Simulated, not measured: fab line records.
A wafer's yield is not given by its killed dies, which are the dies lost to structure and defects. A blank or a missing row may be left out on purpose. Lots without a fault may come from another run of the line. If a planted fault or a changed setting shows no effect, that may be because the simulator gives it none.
The tool behind it: which one? / flow n5Finfet / 12 lots, 36 wafers sampled, at 5 steps of a route of 1938

WHAT THE GAUGES SHOWED, per wafer
N5_BEOL_M7_OVL_MEAS_12.
lot=L075; measured=day 10 03:26; on=overlay-01; M7_OVL (nm)=-0.4 0.2 -0.3
lot=L078; measured=day 11 00:43; on=overlay-01; M7_OVL (nm)=0.9 0.6 0.5
lot=L079; measured=day 12 01:03; on=overlay-01; M7_OVL (nm)=-0.5 -0.7 -0.6
lot=L081; measured=day 12 05:37; on=overlay-02; M7_OVL (nm)=0.0 -0.2 0.3
lot=L083; measured=day 13 12:39; on=overlay-02; M7_OVL (nm)=-0.3 0.9 1.2
lot=L085; measured=day 14 04:22; on=overlay-01; M7_OVL (nm)=0.0 0.2 -0.4
lot=L088; measured=day 14 10:08; on=overlay-01; M7_OVL (nm)=1.1 0.4 1.0
lot=L089; measured=day 14 18:59; on=overlay-02; M7_OVL (nm)=-0.4 -0.5 -0.7
lot=L092; measured=day 15 00:25; on=overlay-01; M7_OVL (nm)=-0.2 -1.0 0.2
lot=L091; measured=day 15 11:08; on=overlay-02; M7_OVL (nm)=-0.4 -0.1 -0.4
lot=L093; measured=day 15 22:12; on=overlay-01; M7_OVL (nm)=-0.2 0.4 0.4
lot=L097; measured=day 17 02:28; on=overlay-01; M7_OVL (nm)=0.1 -1.2 -0.5

WHAT TOOL EACH LOT RAN ON (gives the tool, then ch and the chambers of the sampled wafers, and finally the start)
lot=L075; N5_BEOL_M5_ALD_86=aldMetal-01 ch 1,2, day 9 11:41; N5_BEOL_M5_SPUTTER_81=pvdSputter-03, day 9 13:17; N5_BEOL_M6_VIA_ETCH_34=rieDiel-04 ch 1,2, day 9 22:10; N5_BEOL_M6_ETCH_41=rieDiel-04 ch 1,2, day 10 03:26 or earlier
lot=L078; N5_BEOL_M5_ALD_86=aldMetal-03 ch 0,3, day 10 08:05; N5_BEOL_M5_SPUTTER_81=pvdSputter-02, day 10 10:38; N5_BEOL_M6_VIA_ETCH_34=rieDiel-01 ch 1,2, day 10 18:23; N5_BEOL_M6_ETCH_41=rieDiel-01 ch 1,2, day 11 00:43 or earlier
lot=L079; N5_BEOL_M5_ALD_86=aldMetal-03 ch 1,2,3, day 11 06:25; N5_BEOL_M5_SPUTTER_81=pvdSputter-02, day 11 07:56; N5_BEOL_M6_VIA_ETCH_34=rieDiel-04 ch 0,2,3, day 11 20:17; N5_BEOL_M6_ETCH_41=rieDiel-04 ch 0,2,3, day 12 01:03 or earlier
lot=L081; N5_BEOL_M5_ALD_86=aldMetal-01 ch 0,2,3, day 11 13:18; N5_BEOL_M5_SPUTTER_81=pvdSputter-03, day 11 15:17; N5_BEOL_M6_VIA_ETCH_34=rieDiel-04 ch 0,1,3, day 12 00:10; N5_BEOL_M6_ETCH_41=rieDiel-04 ch 0,1,3, day 12 05:37 or earlier
lot=L083; N5_BEOL_M5_ALD_86=aldMetal-01 ch 1,3, day 12 19:11; N5_BEOL_M5_SPUTTER_81=pvdSputter-03, day 12 21:16; N5_BEOL_M6_VIA_ETCH_34=rieDiel-06 ch 1,2,3, day 13 06:04; N5_BEOL_M6_ETCH_41=rieDiel-06 ch 1,2,3, day 13 12:39 or earlier
lot=L085; N5_BEOL_M5_ALD_86=aldMetal-01 ch 1,2,3, day 13 12:25; N5_BEOL_M5_SPUTTER_81=pvdSputter-03, day 13 14:02; N5_BEOL_M6_VIA_ETCH_34=rieDiel-06 ch 0,1, day 13 21:54; N5_BEOL_M6_ETCH_41=rieDiel-06 ch 0,1, day 14 04:22 or earlier
lot=L088; N5_BEOL_M5_ALD_86=aldMetal-03 ch 0,2,3, day 13 16:52; N5_BEOL_M5_SPUTTER_81=pvdSputter-02, day 13 18:55; N5_BEOL_M6_VIA_ETCH_34=rieDiel-01 ch 0,2, day 14 04:31; N5_BEOL_M6_ETCH_41=rieDiel-01 ch 0,2, day 14 10:08 or earlier
lot=L089; N5_BEOL_M5_ALD_86=aldMetal-03 ch 0,1, day 14 00:49; N5_BEOL_M5_SPUTTER_81=pvdSputter-01, day 14 02:26; N5_BEOL_M6_VIA_ETCH_34=rieDiel-06 ch 0,3, day 14 13:47; N5_BEOL_M6_ETCH_41=rieDiel-06 ch 0,3, day 14 18:59 or earlier
lot=L092; N5_BEOL_M5_ALD_86=aldMetal-03 ch 1,3, day 14 07:45; N5_BEOL_M5_SPUTTER_81=pvdSputter-01, day 14 10:44; N5_BEOL_M6_VIA_ETCH_34=rieDiel-04 ch 0,1, day 14 17:26; N5_BEOL_M6_ETCH_41=rieDiel-04 ch 0,1, day 15 00:25 or earlier
lot=L091; N5_BEOL_M5_ALD_86=aldMetal-01 ch 0,2,3, day 14 18:37; N5_BEOL_M5_SPUTTER_81=pvdSputter-02, day 14 21:53; N5_BEOL_M6_VIA_ETCH_34=rieDiel-01 ch 0,1,3, day 15 06:04; N5_BEOL_M6_ETCH_41=rieDiel-01 ch 0,1,3, day 15 11:08 or earlier
lot=L093; N5_BEOL_M5_ALD_86=aldMetal-01 ch 1,2,3, day 15 03:41; N5_BEOL_M5_SPUTTER_81=pvdSputter-03, day 15 05:30; N5_BEOL_M6_VIA_ETCH_34=rieDiel-04 ch 0,1,3, day 15 14:29; N5_BEOL_M6_ETCH_41=rieDiel-04 ch 0,1,3, day 15 22:12 or earlier
lot=L097; N5_BEOL_M5_ALD_86=aldMetal-04 ch 0,2,3, day 16 09:12; N5_BEOL_M5_SPUTTER_81=pvdSputter-02, day 16 11:14; N5_BEOL_M6_VIA_ETCH_34=rieDiel-06 ch 0,2,3, day 16 22:14; N5_BEOL_M6_ETCH_41=rieDiel-06 ch 0,2,3, day 17 02:28 or earlier
- N5_BEOL_M5_ALD_86: deposits TaN, pulse time 2 s, purge time 3 s, co reactant purge time 2 s.
- N5_BEOL_M5_SPUTTER_81: material Cu, target thk 15 nm, time 27.62 s.
- N5_BEOL_M6_VIA_ETCH_34: etches SiCOH lowk in C4F6/O2, target depth 126.3 nm, time 50.9 s.
- N5_BEOL_M6_ETCH_41: etches SiCN in CH3F/O2, target depth 29.7 nm, time 52 s.

THE ANSWER, worked out from the rows above alone
Rule: usual is defined by the lots themselves. The widest of any qualifying gaps counts: lots, ordered by their means at a reading, are off when they make up no more than a third of the lots, leave a main group of 4 or more, and stand apart from it by 3 or more times the standard deviation of that group's means. Not used: any main group whose means are identical at the precision the tables above print for the reading. Also off: a lot with no number at a reading for which 4 or more lots have one. Any other lot the step has rows for is counted as sound.
No lot is off on any of the readings shown, so nothing can be concluded from this.

WHAT THE SIMULATOR HAD PUT IN
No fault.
